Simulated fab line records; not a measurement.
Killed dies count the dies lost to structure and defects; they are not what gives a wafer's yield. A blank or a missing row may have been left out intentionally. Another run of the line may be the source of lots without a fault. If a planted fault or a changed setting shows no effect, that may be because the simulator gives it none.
Which tool did it?	flow nand_harc	22 lots, 66 wafers sampled, at 6 steps of a route of 1302

## WHAT THE GAUGES READ, wafer by wafer
The record lacks any reading of a measuring or inspecting step that a usual standard deviation could be used to judge.

## EACH LOT AND THE TOOL THAT RAN IT (in order: tool; ch and the chambers of the sampled wafers; start)
lot	NHARC_A_STAIRCASE_ETCH_292	NHARC_A_STAIRCASE_STRIP_475	NHARC_A_SLIT_ETCH_17	NHARC_A_WL_FILL_RTA_01	NHARC_A_WL_FILL_ALD_10	NHARC_A_WL_FILL_STRIP_29
L074	rie_diel-04 ch 0,3, day 16 15:05	rie_diel-11 ch 0,1,3, day 19 19:13 or earlier	har_etch-01 ch 0, day 19 19:13	rtp_anneal-02 ch 0, day 20 06:41	ald_hk-03 ch 0,1,2, day 20 12:47	rie_diel-12 ch 1,3, day 20 17:31
L075	rie_diel-04 ch 0,1,3, day 17 00:41	rie_diel-05 ch 1,2,3, day 20 09:46 or earlier	har_etch-01 ch 0,1, day 20 09:46	rtp_anneal-01 ch 0, day 20 20:49	ald_hk-03 ch 1,2,3, day 21 05:23	rie_diel-13 ch 0,1,2, day 21 09:37
L077	rie_diel-11 ch 0,1,3, day 17 12:26	rie_diel-04 ch 0,3, day 20 12:40 or earlier	har_etch-02 ch 0,1, day 20 12:40	rtp_anneal-01 ch 0, day 21 01:24	ald_hk-02 ch 1,2,3, day 21 09:41	rie_diel-13 ch 1,2,3, day 21 12:53
L078	rie_diel-04 ch 1,2,3, day 18 06:49	rie_diel-05 ch 1,3, day 20 11:08	har_etch-02 ch 0,1, day 21 01:46	rtp_anneal-01 ch 0, day 21 13:47	ald_hk-04 ch 0,2, day 21 21:05	rie_diel-13 ch 0,3, day 22 01:20
L079	rie_diel-11 ch 0,2, day 18 10:32	rie_diel-04 ch 1,3, day 21 13:00 or earlier	har_etch-01 ch 0,1, day 21 13:00	rtp_anneal-02 ch 0, day 22 00:28	ald_hk-03 ch 1,2,3, day 22 06:47	rie_diel-13 ch 1,2, day 22 11:29
L080	rie_diel-04 ch 2,3, day 19 04:18	rie_diel-11 ch 0,1, day 22 04:05 or earlier	har_etch-01 ch 0,1, day 22 04:05	rtp_anneal-02 ch 0, day 22 21:59	ald_hk-03 ch 0,1, day 23 05:02	rie_diel-13 ch 0,3, day 23 09:44
L081	rie_diel-04 ch 2,3, day 19 21:17	rie_diel-11 ch 1,2,3, day 23 06:48 or earlier	har_etch-02 ch 0,1, day 23 06:48	rtp_anneal-02 ch 0, day 23 17:38	ald_hk-04 ch 1,2,3, day 24 01:04	rie_diel-13 ch 0,1,3, day 24 04:49
L082	rie_diel-05 ch 1,3, day 19 22:44	rie_diel-11 ch 0,1,3, day 23 21:49 or earlier	har_etch-02 ch 0,1, day 23 21:49	rtp_anneal-02 ch 0, day 24 09:53	ald_hk-04 ch 0,1,3, day 24 21:30	rie_diel-12 ch 0,2,3, day 25 01:43
L083	rie_diel-11 ch 0,1, day 20 16:46	rie_diel-11 ch 1,2,3, day 23 18:07 or earlier	har_etch-01 ch 0,1, day 23 18:07	rtp_anneal-01 ch 0, day 24 06:05	ald_hk-02 ch 0,1,3, day 24 13:53	rie_diel-09 ch 0,1,2, day 24 17:37
L084	rie_diel-04 ch 1,2,3, day 20 23:55	rie_diel-11 ch 1,2,3, day 24 05:49 or earlier	har_etch-02 ch 0,1, day 24 05:49	rtp_anneal-02 ch 0, day 24 17:46	ald_hk-02 ch 0,2,3, day 25 01:31	rie_diel-09 ch 0,2,3, day 25 06:13
L085	rie_diel-05 ch 1,3, day 21 13:49	rie_diel-05 ch 2,3, day 24 10:22 or earlier	har_etch-01 ch 1, day 24 10:22	rtp_anneal-01 ch 0, day 25 00:19	ald_hk-03 ch 0,1,2, day 25 09:34	rie_diel-09 ch 0,1,3, day 25 13:17
L086	rie_diel-05 ch 0,1,2, day 22 01:44	rie_diel-05 ch 1,2, day 25 11:37 or earlier	har_etch-02 ch 0,1, day 25 11:37	rtp_anneal-02 ch 0, day 25 23:44	ald_hk-03 ch 0,2,3, day 26 07:35	rie_diel-12 ch 0,3, day 26 10:46
L087	rie_diel-05 ch 0,2, day 22 04:16	rie_diel-11 ch 1,2,3, day 25 16:14 or earlier	har_etch-01 ch 0,1, day 25 16:14	rtp_anneal-02 ch 0, day 26 03:08	ald_hk-02 ch 0,2, day 26 10:17	rie_diel-12 ch 1,2,3, day 26 14:30
L088	rie_diel-04 ch 0,3, day 22 12:25	rie_diel-04 ch 1,2,3, day 24 17:05	har_etch-02 ch 0,1, day 25 17:14	rtp_anneal-02 ch 0, day 26 03:40	ald_hk-04 ch 0,3, day 26 10:50	rie_diel-13 ch 1,2,3, day 26 17:43
L091	rie_diel-05 ch 1,2,3, day 23 09:35	rie_diel-11 ch 1,2,3, day 26 06:52 or earlier	har_etch-01 ch 0,1, day 26 06:52	rtp_anneal-02 ch 0, day 26 18:59	ald_hk-03 ch 0,1,3, day 27 01:16	rie_diel-13 ch 0,1,3, day 27 06:01
L090	rie_diel-11 ch 2,3, day 23 10:26	rie_diel-04 ch 0,1,3, day 26 12:04 or earlier	har_etch-01 ch 0,1, day 26 12:04	rtp_anneal-01 ch 0, day 26 23:53	ald_hk-04 ch 1,2,3, day 27 08:22	rie_diel-13 ch 0,1,2, day 27 12:39
L089	rie_diel-05 ch 0,1, day 23 12:06	rie_diel-04 ch 2,3, day 26 10:50 or earlier	har_etch-02 ch 0,1, day 26 10:50	rtp_anneal-01 ch 0, day 26 22:09	ald_hk-04 ch 0,2,3, day 27 05:46	rie_diel-13 ch 1,2,3, day 27 09:30
L092	rie_diel-04 ch 1,2,3, day 24 06:22	rie_diel-04 ch 1,2,3, day 27 08:46 or earlier	har_etch-02 ch 0,1, day 27 08:46	rtp_anneal-02 ch 0, day 27 19:35	ald_hk-03 ch 2,3, day 28 02:49	rie_diel-09 ch 0,1, day 28 07:04
L094	rie_diel-04 ch 1,2,3, day 24 17:35	rie_diel-05 ch 0,1,3, day 27 16:41 or earlier	har_etch-01 ch 0,1, day 27 16:41	rtp_anneal-01 ch 0, day 28 04:39	ald_hk-04 ch 0,1,2, day 28 10:59	rie_diel-09 ch 0,2,3, day 28 15:43
L095	rie_diel-11 ch 0,3, day 25 17:51	rie_diel-05 ch 0,1,2, day 28 14:32 or earlier	har_etch-01 ch 0,1, day 28 14:32	rtp_anneal-01 ch 0, day 29 01:26	ald_hk-03 ch 0,3, day 29 08:28	rie_diel-09 ch 0,2,3, day 29 13:15
L097	rie_diel-05 ch 1,2,3, day 26 14:50	rie_diel-05 ch 0,2,3, day 29 14:37 or earlier	har_etch-02 ch 0,1, day 29 14:37	rtp_anneal-02 ch 0, day 30 02:01	ald_hk-02 ch 0,2,3, day 30 08:51	rie_diel-12 ch 0,2,3, day 30 13:37
L096	rie_diel-04 ch 0,1,2, day 26 18:24	rie_diel-04 ch 0,1,2, day 29 23:06 or earlier	har_etch-02 ch 0,1, day 29 23:06	rtp_anneal-01 ch 0, day 30 11:44	ald_hk-04 ch 1,2, day 30 18:01	rie_diel-13 ch 1,2, day 31 01:45
- NHARC_A_STAIRCASE_ETCH_292: etches the open film in CF4/CHF3.
- NHARC_A_STAIRCASE_STRIP_475: strips in O2, time 20 s.
- NHARC_A_SLIT_ETCH_17: etches the open film in C4F8/O2/Ar, time 4254.5 s, target depth 20300 nm.
- NHARC_A_WL_FILL_RTA_01: time 5 s.
- NHARC_A_WL_FILL_ALD_10: deposits SiO2, target thk 50 nm, pulse time 10 s, ald cycles 500.
- NHARC_A_WL_FILL_STRIP_29: strips in O2, time 20 s.

## AS READ BY THE TOOLS THEMSELVES (means over the sampled wafers that have a number; for cases with no such wafer, the mark the record gives instead)
NHARC_A_STAIRCASE_ETCH_292.
lot	tool	chf3_flow_sccm (sccm)	drypump_motor_current_A (A)	oes_product_au (a.u.)	rf_vpp_V (V)	showerhead_plenum_p_Torr (Torr)	throttle_valve_pct (%)
L074	rie_diel-04	29.93	5.5	0.934	368.2	1.52	16.798
L075	rie_diel-04	30.05	5.6	0.974	371.1	1.58	16.800
L077	rie_diel-11	30.04	6.0	0.925	369.9	1.55	16.804
L078	rie_diel-04	30.04	5.8	0.922	371.2	1.61	16.799
L079	rie_diel-11	30.16	6.2	0.931	369.0	1.52	16.803
L080	rie_diel-04	29.98	6.0	0.967	370.4	1.57	16.807
L081	rie_diel-04	30.02	5.9	0.919	370.7	1.57	16.812
L082	rie_diel-05	30.00	6.1	0.928	370.5	1.58	16.800
L083	rie_diel-11	30.05	6.0	0.906	370.7	1.60	16.795
L084	rie_diel-04	29.99	5.7	0.966	371.1	1.60	16.804
L085	rie_diel-05	30.03	6.0	0.920	370.6	1.58	16.799
L086	rie_diel-05	29.91	6.2	0.930	370.0	1.54	16.804
L087	rie_diel-05	29.94	6.1	0.973	369.0	1.53	16.797
L088	rie_diel-04	30.02	5.9	0.938	368.6	1.53	16.809
L091	rie_diel-05	30.05	6.0	0.925	370.1	1.57	16.807
L090	rie_diel-11	30.06	5.6	0.937	369.8	1.54	16.800
L089	rie_diel-05	30.02	6.2	0.953	369.1	1.55	16.794
L092	rie_diel-04	29.99	5.7	0.927	371.1	1.60	16.810
L094	rie_diel-04	30.01	5.8	0.964	371.0	1.60	16.801
L095	rie_diel-11	29.99	6.2	0.927	370.9	1.59	16.801
L097	rie_diel-05	29.96	5.9	0.968	369.7	1.56	16.793
L096	rie_diel-04	30.02	5.4	0.927	370.3	1.57	16.793

NHARC_A_STAIRCASE_STRIP_475.
lot	tool	drypump_motor_current_A (A)	oes_product_au (a.u.)	rf_vpp_V (V)	showerhead_plenum_p_Torr (Torr)	throttle_valve_pct (%)
L074	rie_diel-11	6.0	1.003	58.1	3.47	17.041
L075	rie_diel-05	6.0	0.993	57.4	3.53	17.051
L077	rie_diel-04	5.6	1.003	57.3	3.39	17.035
L078	rie_diel-05	6.1	1.010	57.6	3.55	17.036
L079	rie_diel-04	6.0	1.000	58.9	3.58	17.026
L080	rie_diel-11	6.0	0.986	57.1	3.58	17.030
L081	rie_diel-11	5.7	1.004	57.5	3.57	17.038
L082	rie_diel-11	6.0	0.997	58.1	3.63	17.032
L083	rie_diel-11	5.7	1.000	58.3	3.57	17.039
L084	rie_diel-11	5.7	1.009	57.7	3.56	17.037
L085	rie_diel-05	5.9	1.006	58.1	3.49	17.032
L086	rie_diel-05	6.5	0.998	57.5	3.38	17.041
L087	rie_diel-11	5.7	1.003	57.6	3.56	17.041
L088	rie_diel-04	5.8	0.999	57.8	3.58	17.030
L091	rie_diel-11	5.7	1.004	57.7	3.55	17.034
L090	rie_diel-04	5.6	1.000	57.6	3.51	17.039
L089	rie_diel-04	6.1	1.016	58.2	3.48	17.039
L092	rie_diel-04	5.8	1.011	57.6	3.57	17.041
L094	rie_diel-05	5.7	1.007	58.1	3.59	17.030
L095	rie_diel-05	6.2	1.005	57.8	3.44	17.037
L097	rie_diel-05	5.6	1.008	58.4	3.56	17.032
L096	rie_diel-04	5.5	1.015	58.7	3.51	17.031

NHARC_A_SLIT_ETCH_17.
lot	tool	drypump_motor_current_A (A)	oes_air_line_au (a.u.)	showerhead_plenum_p_Torr (Torr)	throttle_valve_pct (%)
L074	har_etch-01	6.2	1.015	3.65	32.051
L075	har_etch-01	5.9	0.994	3.65	32.045
L077	har_etch-02	6.4	0.992	3.89	32.045
L078	har_etch-02	6.4	1.010	3.89	32.040
L079	har_etch-01	5.9	1.004	3.63	32.043
L080	har_etch-01	5.9	0.999	3.63	32.049
L081	har_etch-02	6.4	0.998	3.87	32.042
L082	har_etch-02	6.6	0.998	3.88	32.041
L083	har_etch-01	5.9	1.006	3.62	32.044
L084	har_etch-02	6.4	0.993	3.86	32.053
L085	har_etch-01	5.3	1.015	3.61	32.044
L086	har_etch-02	6.6	1.024	3.87	32.045
L087	har_etch-01	5.6	1.021	3.61	32.049
L088	har_etch-02	6.4	1.004	3.85	32.045
L091	har_etch-01	5.6	1.041	3.60	32.043
L090	har_etch-01	5.6	0.997	3.60	32.046
L089	har_etch-02	6.4	0.997	3.85	32.036
L092	har_etch-02	6.5	1.003	3.85	32.050
L094	har_etch-01	5.6	0.975	3.59	32.049
L095	har_etch-01	5.6	0.996	3.59	32.050
L097	har_etch-02	6.5	1.021	3.83	32.057
L096	har_etch-02	6.6	0.992	3.83	32.042

NHARC_A_WL_FILL_RTA_01.
lot	tool	lamp_power_pct (%)	wafer_temp_C_max
L074	rtp_anneal-02	26.7	1004.0
L075	rtp_anneal-01	31.1	1004.8
L077	rtp_anneal-01	31.1	1005.0
L078	rtp_anneal-01	31.1	1004.6
L079	rtp_anneal-02	26.7	1004.9
L080	rtp_anneal-02	26.7	1004.5
L081	rtp_anneal-02	26.7	1004.3
L082	rtp_anneal-02	26.7	1003.5
L083	rtp_anneal-01	31.1	1005.7
L084	rtp_anneal-02	26.7	1005.1
L085	rtp_anneal-01	31.1	1006.3
L086	rtp_anneal-02	26.7	1004.5
L087	rtp_anneal-02	26.7	1005.3
L088	rtp_anneal-02	26.7	1004.4
L091	rtp_anneal-02	26.7	1004.6
L090	rtp_anneal-01	31.1	1005.0
L089	rtp_anneal-01	31.2	1005.1
L092	rtp_anneal-02	26.7	1004.7
L094	rtp_anneal-01	31.1	1003.8
L095	rtp_anneal-01	31.1	1004.4
L097	rtp_anneal-02	26.7	1003.3
L096	rtp_anneal-01	31.1	1005.8

NHARC_A_WL_FILL_ALD_10.
lot	tool	heater_power_w (W)	precursor_pulse_height_rel
L074	ald_hk-03	431	0.993
L075	ald_hk-03	448	0.987
L077	ald_hk-02	444	0.987
L078	ald_hk-04	430	1.010
L079	ald_hk-03	451	0.997
L080	ald_hk-03	421	1.018
L081	ald_hk-04	456	0.995
L082	ald_hk-04	443	0.999
L083	ald_hk-02	470	0.992
L084	ald_hk-02	473	0.983
L085	ald_hk-03	455	1.008
L086	ald_hk-03	470	1.001
L087	ald_hk-02	505	0.982
L088	ald_hk-04	435	0.983
L091	ald_hk-03	465	1.001
L090	ald_hk-04	449	0.984
L089	ald_hk-04	430	0.994
L092	ald_hk-03	495	1.000
L094	ald_hk-04	438	0.994
L095	ald_hk-03	484	1.005
L097	ald_hk-02	477	0.989
L096	ald_hk-04	461	1.005

NHARC_A_WL_FILL_STRIP_29.
lot	tool	drypump_motor_current_A (A)	oes_product_au (a.u.)	rf_vpp_V (V)	showerhead_plenum_p_Torr (Torr)	throttle_valve_pct (%)
L074	rie_diel-12	5.0	1.004	57.9	3.53	17.046
L075	rie_diel-13	5.4	0.988	57.8	3.55	17.035
L077	rie_diel-13	5.6	0.992	58.4	3.62	17.034
L078	rie_diel-13	5.3	1.007	58.6	3.62	17.040
L079	rie_diel-13	5.5	0.988	58.6	3.63	17.026
L080	rie_diel-13	5.3	0.993	57.5	3.62	17.036
L081	rie_diel-13	5.4	0.995	58.3	3.70	17.047
L082	rie_diel-12	5.5	1.003	57.7	3.63	17.028
L083	rie_diel-09	6.1	1.003	57.7	3.46	17.039
L084	rie_diel-09	5.8	0.997	57.2	3.36	17.040
L085	rie_diel-09	5.9	1.004	57.9	3.42	17.036
L086	rie_diel-12	5.4	0.996	58.5	3.55	17.043
L087	rie_diel-12	5.2	0.994	57.8	3.60	17.032
L088	rie_diel-13	5.6	0.992	57.8	3.62	17.037
L091	rie_diel-13	5.4	0.999	58.6	3.70	17.040
L090	rie_diel-13	5.4	0.997	58.2	3.55	17.030
L089	rie_diel-13	5.6	0.998	57.9	3.62	17.031
L092	rie_diel-09	6.0	0.992	58.0	3.44	17.025
L094	rie_diel-09	5.8	1.002	57.5	3.36	17.035
L095	rie_diel-09	5.8	1.009	57.3	3.36	17.038
L097	rie_diel-12	5.5	1.001	57.9	3.63	17.041
L096	rie_diel-13	5.5	0.991	57.9	3.63	17.038

## THE ANSWER, worked out from the rows above alone
Rule: usual is defined by the lots themselves. Put in order of their means at a reading, lots are off if they are a third of the lots or fewer, leave a main group of 4 or more, and stand apart from it by a gap of 3 or more times the standard deviation of the main group's means; of several such gaps the widest counts. Not used: any main group whose means are identical at the precision the tables above print for the reading. Also off: a lot with no number at a reading for which 4 or more lots have one. The other lots that the step has rows for count as sound. The gauges are gone through in route order, then the tools' own readings, and for those a lot's mean is taken as printed above. At the first step where some lot is off, the reading lying furthest off is the one used; lots without a number count as furthest.
Nothing can be told from this: no lot is off at any reading shown.

## WHAT THE SIMULATOR HAD PUT IN
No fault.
